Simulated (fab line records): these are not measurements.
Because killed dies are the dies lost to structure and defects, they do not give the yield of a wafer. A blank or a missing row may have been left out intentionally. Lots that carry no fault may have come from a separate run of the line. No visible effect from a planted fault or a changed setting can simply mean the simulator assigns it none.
fab line records / flow n5_finfet
record: lots: 4 wafers: 12 last_day: 16
route steps=1938 shown BEOL_M14@1764 BEOL_M15@1773 PASSIVATION@1936
lots untouched by any fault: they come from a run of this same line in which no faults occurred
start_h: hours from the record's opening day to when the first of the lot's shown wafers began / wait_h: hours from the lot's prior step to this one / " same as the row above / L1.1+2: several wafers, shown together as one row / - value missing, or start not given / * or withheld: withheld / < > ~ a bound
route shown NAME@n: NAME is a module with steps in the file, n the number in the route of the first one / usual: mean/standard deviation taken from wafers without a fault / same: alike in all rows / chamber/n: place in a boat / sites: per-site readings / _std_site: how widely they spread, as a standard deviation / _edge_site: inner sites' mean taken away from outer sites' mean / radius_mm: how far each site lies from the wafer's centre / mask NAME#n: copy n / behind: tool/chamber where the wafer was last shaped / hold: what put the lot on hold/how long, in hours/how the hold closed / device: whichever transistor did not switch (one of n, p or np) / end of line: the same wafers' tests at the end of the route / a step without rows: its recipe alone / killed: dies that structure and defects cost at the first sort, which is not the same as the wafer's yield / map: shows each die of a wafer: x if killed, . if not, _ if none is there
set.NAME: the setting as run; set.NAME@STEP: as run at that earlier step / model.NAME: the simulator's own value behind a step, which no gauge read
lots at some steps of the route; a table a step, a row a wafer
services: the hour from which a tool's chamber was out of use, counted from the record's first day as start_h (under 0 if before that day), plus the number of hours and why
== steps ==
step: N5_BEOL_M14_SPUTTER_45
recipe: material: Cu target_thk_a: 1000 temp_c: -20 bias_v: 60 power_w: 26000 chamber_pressure_pa: 0.13 time_s: 16.67
step: N5_BEOL_M14_ECD_47
recipe: material: Cu target_thk_a: 12480
step: N5_BEOL_M14_ANNEAL_48
recipe: temp_c: 225 time_s: 90 ambient: N2
step: N5_BEOL_M14_CMP_49
recipe: stop_on: SiO2 t_overpolish_s: 5.2 down_force_psi: 2 platen_rpm: 80 clearing_platen_down_force_psi: 2 clearing_platen_rpm: 80 post_cmp_clean: cu_alkaline target_thk_nm: 560 clearing_platen_pad_velocity_m_s: 1.5917 pad_velocity_m_s: 1.5917
step: N5_BEOL_M14_PRE_CLEAN_52
recipe: gas: NH3 time_s: 15 temp_c: withheld rf_power_w: 300
step: N5_BEOL_M14_DEP_53
recipe: material: SiCN target_thk_a: 500 temp_c: withheld precursor: 3MS/NH3 pressure_torr: 3 rf_w: 675 time_s: 17.8
step: N5_BEOL_M15_ILD_DEP_00
recipe: material: SiO2 target_thk_a: 16293 temp_c: 400 precursor: TEOS/O2 pressure_torr: 6.5 rf_w: 900 teos_flow_sccm: 161.4 gas: O2 flow_sccm: 2650 time_s: 346.1
step: N5_BEOL_M15_COAT_58
recipe: resist: BARC temp_c: 205 time_s: 60 spin_rpm: 1500 resist_thk_nm: 89
step: N5_BEOL_M15_COAT_04
recipe: spin_rpm: 1704 resist_thk_nm: 800
usual: spin_speed_rpm: 1704.1/1.2
lot.wafer=L519.3 tool=litho_track-02 chamber=0 start_h=265.26 wait_h=- spin_speed_rpm=1702.7 model.coat_of_BEOL_M15_COAT_04.thk_nm=801.8
lot.wafer=L519.5 tool=litho_track-02 chamber=0 start_h=265.26 wait_h=- spin_speed_rpm=1703.1 model.coat_of_BEOL_M15_COAT_04.thk_nm=803.4
lot.wafer=L519.6 tool=litho_track-02 chamber=0 start_h=265.26 wait_h=- spin_speed_rpm=1703.4 model.coat_of_BEOL_M15_COAT_04.thk_nm=804.6
lot.wafer=L527.1 tool=litho_track-02 chamber=0 start_h=314.81 wait_h=- spin_speed_rpm=1441.2 model.coat_of_BEOL_M15_COAT_04.thk_nm=868
lot.wafer=L527.3 tool=litho_track-02 chamber=0 start_h=314.81 wait_h=- spin_speed_rpm=1441.0 model.coat_of_BEOL_M15_COAT_04.thk_nm=874.2
lot.wafer=L527.5 tool=litho_track-02 chamber=0 start_h=314.81 wait_h=- spin_speed_rpm=1440.7 model.coat_of_BEOL_M15_COAT_04.thk_nm=869.2
lot.wafer=L531.1 tool=litho_track-02 chamber=0 start_h=351.65 wait_h=- spin_speed_rpm=1440.6 model.coat_of_BEOL_M15_COAT_04.thk_nm=872
lot.wafer=L531.5 tool=litho_track-02 chamber=0 start_h=351.65 wait_h=- spin_speed_rpm=1441.1 model.coat_of_BEOL_M15_COAT_04.thk_nm=870.4
lot.wafer=L531.6 tool=litho_track-02 chamber=0 start_h=351.65 wait_h=- spin_speed_rpm=1441.6 model.coat_of_BEOL_M15_COAT_04.thk_nm=870.6
lot.wafer=L537.3 tool=litho_track-04 chamber=0 start_h=373.63 wait_h=- spin_speed_rpm=1703.2 model.coat_of_BEOL_M15_COAT_04.thk_nm=800.2
lot.wafer=L537.4 tool=litho_track-04 chamber=0 start_h=373.63 wait_h=- spin_speed_rpm=1705.8 model.coat_of_BEOL_M15_COAT_04.thk_nm=803.4
lot.wafer=L537.5 tool=litho_track-04 chamber=0 start_h=373.63 wait_h=- spin_speed_rpm=1704.1 model.coat_of_BEOL_M15_COAT_04.thk_nm=803.4
step: N5_BEOL_M15_EBR_06
recipe: solvent: PGMEA ebr_width_mm: 1.5
step: N5_BEOL_M15_SOFTBAKE_05
recipe: temp_c: 130 time_s: 60
step: N5_BEOL_M15_EXPOSE_07
recipe: mask_id: V14 na: 0.8 source_shape: annular sigma_inner: 0.5 sigma_outer: 0.8 polarization: unpolarized attpsm_phase_deg: 180 dose_mj: 41.25
step: N5_BEOL_M15_PEB_08
recipe: peb_temp_c: 130 peb_time_s: 90
step: N5_BEOL_M15_DEVELOP_09
recipe: develop_time_s: 45 rinse_liquid: diw dry: air_spin dev_temp_c: 21
step: N5_BEOL_M15_HARDBAKE_14
recipe: temp_c: 130 time_s: 120
step: N5_BEOL_M15_DESCUM_15
recipe: chemistry: O2 time_s: 7.9 source_power_w: 50 bias_power_w: 20 pressure_mtorr: 20 rf_frequency_hz: 2.712e+07 temp_c: 40 o2_flow_sccm: 225
step: N5_BEOL_M15_ETCH_59
recipe: chemistry: N2/H2 target: BARC target_depth_a: 890 overetch_a: 267 time_s: 67.9 ion_energy_ev: 200 pressure_mtorr: 30 source_w: 840 bias_w: 150 n2_flow_sccm: 200 h2_flow_sccm: 200
step: N5_BEOL_M15_VIA_ETCH_16
recipe: chemistry: C4F8/O2/Ar target: SiO2 he_inner_torr: 15 he_outer_torr: 30 target_depth_a: 17922 time_s: withheld ion_energy_ev: 800 pressure_mtorr: 20 source_w: 1905 bias_w: 2040 Ar_flow_sccm: 400 C4F8_flow_sccm: 16 O2_flow_sccm: 12 ends: cleared
usual: C4F8_flow_sccm: 16.00/0.043 chamber_pressure_mTorr: 19.999/0.018 drypump_motor_current_A: 5.8/0.44 he_outer_torr: 29.99/0.062 oes_product_au: 0.69/0.082 rf_vpp_V: 2221/25 showerhead_plenum_p_Torr: 3.41/0.084 throttle_valve_pct: 30.89/0.3
lot.wafer=L519.3 tool=rie_diel-05 chamber=1 start_h=266.80 wait_h=0.0 C4F8_flow_sccm=16.06 chamber_pressure_mTorr=19.965 drypump_motor_current_A=6.3 he_outer_torr=29.93 oes_product_au=0.60 rf_vpp_V=2164 showerhead_plenum_p_Torr=3.52 throttle_valve_pct=30.84 model.coat_of_BEOL_M15_COAT_04.thk_nm=337.6
lot.wafer=L519.5 tool=rie_diel-05 chamber=0 start_h=266.80 wait_h=0.0 C4F8_flow_sccm=16.03 chamber_pressure_mTorr=20.018 drypump_motor_current_A=6.1 he_outer_torr=29.99 oes_product_au=0.73 rf_vpp_V=2229 showerhead_plenum_p_Torr=3.45 throttle_valve_pct=31.00 model.coat_of_BEOL_M15_COAT_04.thk_nm=337.2
lot.wafer=L519.6 tool=rie_diel-05 chamber=2 start_h=266.80 wait_h=0.0 C4F8_flow_sccm=16.03 chamber_pressure_mTorr=20.005 drypump_motor_current_A=5.3 he_outer_torr=29.92 oes_product_au=0.62 rf_vpp_V=2179 showerhead_plenum_p_Torr=3.54 throttle_valve_pct=30.59 model.coat_of_BEOL_M15_COAT_04.thk_nm=331.6
lot.wafer=L527.1 tool=rie_diel-04 chamber=3 start_h=315.49 wait_h=0.0 C4F8_flow_sccm=15.99 chamber_pressure_mTorr=20.009 drypump_motor_current_A=5.3 he_outer_torr=30.02 oes_product_au=0.84 rf_vpp_V=2245 showerhead_plenum_p_Torr=3.39 throttle_valve_pct=30.38 model.coat_of_BEOL_M15_COAT_04.thk_nm=401.8
lot.wafer=L527.3 tool=rie_diel-04 chamber=1 start_h=315.49 wait_h=0.0 C4F8_flow_sccm=15.99 chamber_pressure_mTorr=20.010 drypump_motor_current_A=5.3 he_outer_torr=30.09 oes_product_au=0.74 rf_vpp_V=2254 showerhead_plenum_p_Torr=3.49 throttle_valve_pct=31.04 model.coat_of_BEOL_M15_COAT_04.thk_nm=400.2
lot.wafer=L527.5 tool=rie_diel-04 chamber=1 start_h=315.49 wait_h=0.0 C4F8_flow_sccm=16.05 chamber_pressure_mTorr=19.982 drypump_motor_current_A=5.2 he_outer_torr=30.01 oes_product_au=0.74 rf_vpp_V=2252 showerhead_plenum_p_Torr=3.49 throttle_valve_pct=31.05 model.coat_of_BEOL_M15_COAT_04.thk_nm=399
lot.wafer=L531.1 tool=rie_diel-02 chamber=0 start_h=352.09 wait_h=0.0 C4F8_flow_sccm=16.00 chamber_pressure_mTorr=20.011 drypump_motor_current_A=5.8 he_outer_torr=30.02 oes_product_au=0.62 rf_vpp_V=2243 showerhead_plenum_p_Torr=3.38 throttle_valve_pct=30.99 model.coat_of_BEOL_M15_COAT_04.thk_nm=410.6
lot.wafer=L531.5 tool=rie_diel-02 chamber=0 start_h=352.09 wait_h=0.0 C4F8_flow_sccm=16.08 chamber_pressure_mTorr=19.981 drypump_motor_current_A=5.8 he_outer_torr=29.95 oes_product_au=0.63 rf_vpp_V=2243 showerhead_plenum_p_Torr=3.38 throttle_valve_pct=30.96 model.coat_of_BEOL_M15_COAT_04.thk_nm=399.4
lot.wafer=L531.6 tool=rie_diel-02 chamber=1 start_h=352.09 wait_h=0.0 C4F8_flow_sccm=16.07 chamber_pressure_mTorr=19.976 drypump_motor_current_A=6.0 he_outer_torr=29.99 oes_product_au=0.65 rf_vpp_V=2222 showerhead_plenum_p_Torr=3.30 throttle_valve_pct=31.35 model.coat_of_BEOL_M15_COAT_04.thk_nm=403
lot.wafer=L537.3 tool=rie_diel-04 chamber=3 start_h=374.20 wait_h=0.0 C4F8_flow_sccm=16.01 chamber_pressure_mTorr=19.957 drypump_motor_current_A=5.2 he_outer_torr=29.97 oes_product_au=0.81 rf_vpp_V=2243 showerhead_plenum_p_Torr=3.38 throttle_valve_pct=30.41 model.coat_of_BEOL_M15_COAT_04.thk_nm=330.4
lot.wafer=L537.4 tool=rie_diel-04 chamber=2 start_h=374.20 wait_h=0.0 C4F8_flow_sccm=15.91 chamber_pressure_mTorr=19.986 drypump_motor_current_A=6.2 he_outer_torr=29.84 oes_product_au=0.63 rf_vpp_V=2209 showerhead_plenum_p_Torr=3.42 throttle_valve_pct=31.22 model.coat_of_BEOL_M15_COAT_04.thk_nm=339.4
lot.wafer=L537.5 tool=rie_diel-04 chamber=3 start_h=374.20 wait_h=0.0 C4F8_flow_sccm=15.96 chamber_pressure_mTorr=20.002 drypump_motor_current_A=5.3 he_outer_torr=29.88 oes_product_au=0.81 rf_vpp_V=2243 showerhead_plenum_p_Torr=3.38 throttle_valve_pct=30.40 model.coat_of_BEOL_M15_COAT_04.thk_nm=330.6
step: N5_BEOL_M15_STRIP_63
recipe: chemistry: O2 power_w: 600 temp_c: 60 pressure_mtorr: 30 rf_frequency_hz: 6e+07 bias_power_w: 0 overash_fraction: 0.3 o2_flow_sccm: 225
step: N5_PASSIVATION_PROBE_49
usual: defect_limited_yield: 91.3/1.5 killed_at_M0_to_M3: 34/9.4 killed_at_M4_up: 13/5.3 killed_at_contacts: 13/5.7 killed_at_front_end: 40/10 killed_at_other: 3.7/2.8 killed_dies: 103/17 killed_open: 67/13 killed_short: 35/8.5 sort_bin_5_function: 5.0/0.98 sort_bin_6_memory: 3.3/0.7 sort_bin_8_speed: 0.00/0.007 sort_n_pass: 1077/17 sort_yield_pct: 91.3/1.5
same: gross_dies: 1180 killed_at_back_side: 0 sort_bin_4_leakage[%]: 0
lot.wafer=L527.1 tool=prober-01 chamber=- start_h=332.57 wait_h=0.0 defect_limited_yield[%]=92.8 killed_at_M0_to_M3=25 killed_at_M4_up=17 killed_at_contacts=14 killed_at_front_end=28 killed_at_other=1 killed_dies=85 killed_open=57 killed_short=26 sort_bin_5_function[%]=4.8 sort_bin_6_memory[%]=2.3 sort_bin_8_speed[%]=0 sort_n_pass=1095 sort_yield_pct[%]=92.8
lot.wafer=L527.3 tool=prober-01 chamber=- start_h=332.67 wait_h=0.1 defect_limited_yield[%]=92.7 killed_at_M0_to_M3=24 killed_at_M4_up=11 killed_at_contacts=18 killed_at_front_end=32 killed_at_other=1 killed_dies=86 killed_open=43 killed_short=38 sort_bin_5_function[%]=3.8 sort_bin_6_memory[%]=3.1 sort_bin_8_speed[%]=0 sort_n_pass=1094 sort_yield_pct[%]=92.7
lot.wafer=L527.5 tool=prober-01 chamber=- start_h=332.77 wait_h=0.2 defect_limited_yield[%]=90.0 killed_at_M0_to_M3=43 killed_at_M4_up=17 killed_at_contacts=19 killed_at_front_end=38 killed_at_other=1 killed_dies=118 killed_open=79 killed_short=39 sort_bin_5_function[%]=5.8 sort_bin_6_memory[%]=3.6 sort_bin_8_speed[%]=0 sort_n_pass=1062 sort_yield_pct[%]=90.0
killed by level:class
L527.1 MOL_CONTACT_COAG:geometric_particle:open=10 STI_FIN_REVEAL:geometric_particle:open=7 BEOL_M3:geometric_particle:open=7 GATE_CUT:geometric_particle:open=7 GATE_CUT:geometric_particle:short=5 BEOL_M4:geometric_particle:open=5 MOL_CONTACT_COAG:geometric_particle:short=4 BEOL_M0_SAQP:geometric_particle:short=3
L527.3 MOL_CONTACT_COAG:geometric_particle:open=9 MOL_CONTACT_COAG:geometric_particle:short=9 FIN_SAQP:geometric_particle:short=7 GATE_CUT:geometric_particle:short=6 BEOL_M2:geometric_particle:short=6 BEOL_M2:geometric_particle:open=6 STI_FIN_REVEAL:geometric_particle:open=4 BEOL_M3:geometric_particle:open=4
L527.5 BEOL_M3:geometric_particle:open=21 MOL_CONTACT_COAG:geometric_particle:open=13 FIN_SAQP:geometric_particle:short=8 BEOL_M0:geometric_particle:open=7 GATE_CUT:geometric_particle:short=6 MOL_CONTACT_COAG:geometric_particle:short=6 BEOL_M1:geometric_particle:open=5 BEOL_M4:geometric_particle:open=5
== services ==
tool=rie_diel-05 chamber=3 start_h=265.18 hours=6.2 kind=repair
tool=rie_diel-02 chamber=3 start_h=267.81 hours=- kind=clean
tool=rie_diel-02 chamber=3 start_h=267.81 hours=- kind=consumable_replace:focus_ring
tool=rie_diel-02 chamber=3 start_h=267.81 hours=36.6 kind=scheduled_down
tool=rie_diel-02 chamber=3 start_h=267.81 hours=36.6 kind=vent_cycle
tool=rie_diel-05 chamber=1 start_h=271.34 hours=- kind=clean
tool=rie_diel-05 chamber=1 start_h=271.34 hours=- kind=consumable_replace:focus_ring
tool=rie_diel-05 chamber=1 start_h=271.34 hours=21.2 kind=scheduled_down
tool=rie_diel-05 chamber=1 start_h=271.34 hours=21.2 kind=vent_cycle
tool=rie_diel-04 chamber=- start_h=273.42 hours=14.6 kind=pm
tool=rie_diel-02 chamber=0 start_h=279.54 hours=8.0 kind=repair
tool=rie_diel-02 chamber=0 start_h=289.38 hours=4.3 kind=repair
tool=rie_diel-02 chamber=0 start_h=316.61 hours=4.1 kind=repair
tool=rie_diel-02 chamber=2 start_h=319.89 hours=2.5 kind=repair
tool=rie_diel-02 chamber=3 start_h=323.57 hours=29.4 kind=repair
tool=rie_diel-02 chamber=1 start_h=326.74 hours=3.5 kind=repair
tool=rie_diel-04 chamber=0 start_h=356.87 hours=1.3 kind=repair
tool=rie_diel-02 chamber=0 start_h=364.04 hours=1.5 kind=repair
tool=rie_diel-05 chamber=2 start_h=372.19 hours=- kind=clean
tool=rie_diel-05 chamber=2 start_h=372.19 hours=- kind=consumable_replace:focus_ring
tool=rie_diel-05 chamber=2 start_h=372.19 hours=17.0 kind=scheduled_down
tool=rie_diel-05 chamber=2 start_h=372.19 hours=17.0 kind=vent_cycle
== key ==
first_sign: step: N5_BEOL_M15_COAT_04 reading: spin_speed_rpm direction: down sigmas: 99+ usual: * struck: *
effect none on later readings
model_effect: step: N5_BEOL_M15_COAT_04 value: coat_of_BEOL_M15_COAT_04.thk_nm without: 800.5 struck: 870.7
model_effect: step: N5_BEOL_M15_VIA_ETCH_16 value: coat_of_BEOL_M15_COAT_04.thk_nm without: 332.1 struck: 402.3
met_at N5_BEOL_M15_COAT_04
struck_wafers L527.1,L527.3,L527.5,L531.1,L531.5,L531.6
onset_between 265.26 314.81
fault: kind: process_parameter_drift tool: litho_track-02 chamber: - onset_h: 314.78 steps: N5_BEOL_M15_COAT_04 channel: spin_rpm offset: * shape: step end_h: 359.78 acts_in: * stated: *
